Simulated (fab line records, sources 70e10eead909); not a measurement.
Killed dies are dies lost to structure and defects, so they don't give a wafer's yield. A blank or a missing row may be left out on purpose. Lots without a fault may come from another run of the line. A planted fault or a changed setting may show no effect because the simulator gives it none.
Problem report in the 8D (eight disciplines) form, filled by code | flow nand_harc | the parts of the form that need people (team, actions taken, sign-off) are left out

1. THE PROBLEM
killed_at_periphery at NHARC_END_SORT_01 reads a mean of 655.0 on 3 wafers of 2 lots; wafers without a fault read 2.8 with a standard deviation of 2.2. That is +99 or more standard deviations from the usual mean.
First seen on wafer L956.2, day 22 01:08, on prober-01. The record holds 6 wafers of 2 lots with a number at this step. Rule for "out", or "out of limits": more than 4 standard deviations from the usual mean. The other wafers with a number count as sound.

2. WHAT IT IS AND WHAT IT IS NOT
question                    | is                               | is not
which readings at this step | killed_at_periphery, killed_dies | killed_at_array, killed_at_other, killed_open, killed_short
which lots                  | L956, L957                       | -
which wafers of those lots  | L956.2, L956.5, L957.5           | L956.4, L957.1, L957.6
read on which gauges        | prober-01, prober-02             | -
when                        | from day 22 01:08                | up to then (1 sound wafer); but 2 sound wafers of L956, L957 came after

3. SUSPECTS, AND WHAT RULES EACH OUT
Counting: a tool at a process step up to the reading stays a suspect if it ran every lot that is out. Sound lots after the first of them don't rule it out here, since some wafers of a struck lot are sound.
- the gauge at NHARC_END_SORT_01: ruled out. The wafers that are out were read on 2 gauges (prober-01, prober-02).
- litho_track-05 at NHARC_P_GATE_DEVELOP_45 (time 70 s): kept. It ran every lot that is out, first L957 (day 7 23:00).
Left after counting: litho_track-05 at NHARC_P_GATE_DEVELOP_45.

4. THE CAUSE (what the simulator had put in)
Process parameter drift: litho_track-05, from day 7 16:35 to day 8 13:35, at NHARC_P_GATE_DEVELOP_45. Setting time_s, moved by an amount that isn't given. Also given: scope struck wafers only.
Counting left only this tool.

5. THE CHAIN OF EFFECTS, in route order
Each row: a reading whose mean over the struck wafers that have a number lies more than 3 standard deviations from the usual. Only readings for which the record gives a usual standard deviation are gone through. hours: the time from each lot's start at the first step in this table that gives one to its start at this step, as a median over the lots. sigmas: the change in usual standard deviations.
hours | step              | reading             | usual | on struck wafers | change | sigmas
0     | NHARC_END_SORT_01 | killed_at_periphery | 2.8   | 655.0            | +652.2 | +99 or more
0     | NHARC_END_SORT_01 | killed_dies         | 29    | 677              | +648   | +65

6. WHAT WOULD HAVE CAUGHT IT SOONER
In this record the first reading out of limits at a measuring or inspecting step was taken at day 22 01:08, 345 hours after the fault began at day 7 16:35.
All the lots that are out (2) had begun NHARC_P_GATE_DEVELOP_45 on litho_track-05 by day 22 01:08. A hold on the tool at that time would have spared none of them.
